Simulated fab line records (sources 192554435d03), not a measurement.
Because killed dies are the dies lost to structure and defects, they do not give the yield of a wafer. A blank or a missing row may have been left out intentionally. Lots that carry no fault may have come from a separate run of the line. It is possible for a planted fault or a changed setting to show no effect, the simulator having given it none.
Lot-split experiment | flow n5_finfet | on a route of 1938 steps: 7 lots, 21 wafers read

## THE SPLIT
At N5_BEOL_M11_ETCH_66 (etches SOC in N2/H2, target depth 120 nm, overetch 24 nm, time 180 s), the setting time_s was moved away from the recipe's 180 s on 4 of the 21 wafers read, by -9.3% to +22.2%. All remaining wafers had this setting at the recipe value.

The reading is taken at the split's own step.

## THE READING
SiARC_of_BEOL_M11_COAT_64.thk_nm (the simulator's own value, which no gauge read), in nm, at N5_BEOL_M11_ETCH_66 (etches SOC in N2/H2, target depth 120 nm, overetch 24 nm, time 180 s). The file gives no usual value for it. Here, 17 wafers ran the recipe; their average is 22.8 nm with a standard deviation of 0.13 nm.

wafer  | tool, chamber at the split | time_s as run, s | against the recipe | SiARC_of_BEOL_M11_COAT_64.thk_nm, nm | against lot-mates on the recipe
L074.2 | rie_diel-03, 0             | 191.7            | +6.5%              | 22.4                                 | -0.5
L074.3 | rie_diel-03, 2             | 180              | recipe             | 22.8                                 | -
L074.4 | rie_diel-03, 3             | 180              | recipe             | 23                                   | -
L076.3 | rie_diel-04, 1,2,1         | 180              | recipe             | 22.8                                 | -
L076.4 | rie_diel-04, 1,2,1         | 180              | recipe             | 22.8                                 | -
L076.6 | rie_diel-04, 1,2,1         | 180              | recipe             | 22.8                                 | -
L080.3 | rie_diel-02, 0             | 219.9            | +22.2%             | 21.4                                 | -1.2
L080.4 | rie_diel-02, 3             | 180              | recipe             | 22.6                                 | -
L080.5 | rie_diel-02, 3             | 180              | recipe             | 22.6                                 | -
L085.3 | rie_diel-02, 0             | 180              | recipe             | 23                                   | -
L085.4 | rie_diel-02, 1             | 180              | recipe             | 22.8                                 | -
L085.5 | rie_diel-02, 2             | 180              | recipe             | 22.6                                 | -
L088.4 | rie_diel-04, 3,1           | 163.2            | -9.3%              | 23.2                                 | +0.6
L088.5 | rie_diel-04, 3,1           | 163.2            | -9.3%              | 23.2                                 | +0.6
L088.6 | rie_diel-04, 2             | 180              | recipe             | 22.6                                 | -
L093.2 | rie_diel-03, 3,0,0         | 180              | recipe             | 22.8                                 | -
L093.3 | rie_diel-03, 3,0,0         | 180              | recipe             | 22.8                                 | -
L093.5 | rie_diel-03, 3,0,0         | 180              | recipe             | 22.8                                 | -
L091.1 | rie_diel-04, 1             | 180              | recipe             | 23                                   | -
L091.2 | rie_diel-04, 3,0           | 180              | recipe             | 22.8                                 | -
L091.6 | rie_diel-04, 3,0           | 180              | recipe             | 22.8                                 | -
The file does not say which wafer passed through which chamber wherever a row lists several chambers: such a row stands for several wafers.

FIT RESULTS
A straight line over all 21 wafers: SiARC_of_BEOL_M11_COAT_64.thk_nm changes by -0.0576 nm for each +1% of time_s; r = -0.94; the points scatter about the line by 0.13 nm.
The same after taking each lot's own level away (the mean of its wafers on the recipe; 21 wafers): -0.058 nm for each +1%; r = -0.97; scatter 0.091 nm.
Per that fit: largest time_s move, reading shift of 1.3 nm.
Measured against the standard deviation above, the lots' own levels, which go from 22.60 to 22.90 nm, span 2.3 times it.
Consequently the slope shifts little with the lot-to-lot level, the two slopes agreeing.
Check: with one of the wafers moved furthest among these (+22.2%) left out of the fit, the line predicts -1.49 nm for it against its lot-mates. It came out at -1.2 nm against them.

## THE OTHER SPLITS THESE WAFERS WENT THROUGH
Other splits were also applied to these wafers ahead of the reading. Each is held against what the fit with the lots' levels taken away leaves over:
other split on the same wafers     | wafers away from the commonest value | r with SiARC_of_BEOL_M11_COAT_64.thk_nm (lot level and that fit taken away)
N5_BEOL_M8_TRENCH_ETCH_37 source_w | 11                                   | +0.02
N5_BEOL_M9_ILD_DEP_00 time_s       | 11                                   | +0.21
N5_BEOL_M9_PECVD_70 temp_c         | 8                                    | +0.35
N5_BEOL_M10_VIA_ETCH_34 bias_w     | 6                                    | -0.35
N5_BEOL_M10_ETCH_41 source_w       | 4                                    | +0.01
N5_BEOL_M11_COAT_22 spin_rpm       | 9                                    | +0.08

## THE FILE'S OWN FIT
SiARC_of_BEOL_M11_COAT_64.thk_nm changes by -0.0571 nm for each +1% of time_s, r = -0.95.
